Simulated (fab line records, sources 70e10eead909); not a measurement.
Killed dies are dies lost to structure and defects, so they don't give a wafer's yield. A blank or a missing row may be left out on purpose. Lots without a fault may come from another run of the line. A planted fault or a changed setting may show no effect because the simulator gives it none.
Which tool did it? | flow nand_harc | 6 lots, 18 wafers sampled, at 1 step of a route of 1302

WHAT THE GAUGES READ, wafer by wafer
NHARC_P_STI_OCD_MEAS_43.
lot  | measured     | on     | trench_depth_nm (nm)
L500 | day 3 08:46  | ocd-02 | 298 301 288
L502 | day 4 03:47  | ocd-01 | 291 303 305
L504 | day 4 23:55  | ocd-02 | 290 301 293
L517 | day 10 10:30 | ocd-02 | 298 303 300
L520 | day 11 17:32 | ocd-02 | 305 306 302
L522 | day 12 14:11 | ocd-01 | 300 314 298

WHICH TOOL RAN EACH LOT (tool, then ch and the chambers of the sampled wafers, then the start)
The record holds no process step before these readings.

THE ANSWER, worked out from the rows above alone
Rule: what is usual is taken from the lots themselves. Put in order of their means at a reading, lots are off if they are a third of the lots or fewer, leave a main group of 4 or more, and stand apart from it by a gap of 3 or more times the standard deviation of the main group's means; of several such gaps the widest counts. A main group whose means are all the same, to the digits that the tables above print for the reading, isn't used. A lot without any number at a reading at which 4 lots or more have one is off too. The other lots that the step has rows for count as sound.
No lot is off at any reading shown: from this, nothing can be told.

WHAT THE SIMULATOR HAD PUT IN
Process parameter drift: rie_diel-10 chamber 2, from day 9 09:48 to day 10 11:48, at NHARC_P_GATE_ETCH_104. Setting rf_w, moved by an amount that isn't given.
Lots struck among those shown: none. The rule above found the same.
